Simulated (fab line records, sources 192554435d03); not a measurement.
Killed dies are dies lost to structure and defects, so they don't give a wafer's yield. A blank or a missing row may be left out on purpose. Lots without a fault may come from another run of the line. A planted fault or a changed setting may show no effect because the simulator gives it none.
Chamber matching | flow n5_finfet | N5_BEOL_M2_CO_CAP_55 on cvd_co-02: 3 sister chambers
The step material Co, precursor CCTBA/H2, target thk 2 nm, time 102.1 s. 6 wafers are shown with their chamber, then 12 later ones without.

WAFERS WITH THEIR CHAMBER
wafer  | chamber | heater_power_w (W)
L082.5 | 0       | 261
L088.2 | 1       | 283
L088.4 | 0       | 276
L089.1 | 1       | 285
L089.3 | 2       | 210
L089.5 | 2       | 220

WAFERS WITHOUT THEIR CHAMBER
wafer  | heater_power_w (W)
L091.1 | 284
L091.2 | 216
L091.3 | 268
L091.4 | 215
L091.5 | 267
L091.6 | 282
L096.3 | 270
L096.5 | 273
L096.6 | 218
L097.1 | 273
L097.3 | 214
L097.5 | 212

WHICH CHAMBER EACH WENT THROUGH
wafer  | from the rows above     | in truth
L091.1 | 1                       | 1
L091.2 | 2                       | 2
L091.3 | 0                       | 0
L091.4 | 2                       | 2
L091.5 | 0                       | 0
L091.6 | can't be placed: 1 or 0 | 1
L096.3 | can't be placed: 0 or 1 | 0
L096.5 | can't be placed: 0 or 1 | 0
L096.6 | 2                       | 2
L097.1 | can't be placed: 0 or 1 | 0
L097.3 | 2                       | 2
L097.5 | 2                       | 2
Placed correctly: 8 of 12. Can't be placed from these rows: 4 (the true chamber is among the candidates in 4). Placed wrongly: 0.
How it was worked out, from the rows above alone: a wafer's distance from a chamber is the root of the sum, over the readings, of the square of ((its reading less the chamber's mean) divided by the reading's scatter). The wafer belongs to the nearest chamber; if the next one is less than 2 further off, it can't be placed. A chamber's mean is the mean of its shown wafers. The scatter: the root of (the sum of the squares of (reading less its chamber's mean) over the shown wafers, divided by (wafers less chambers)).
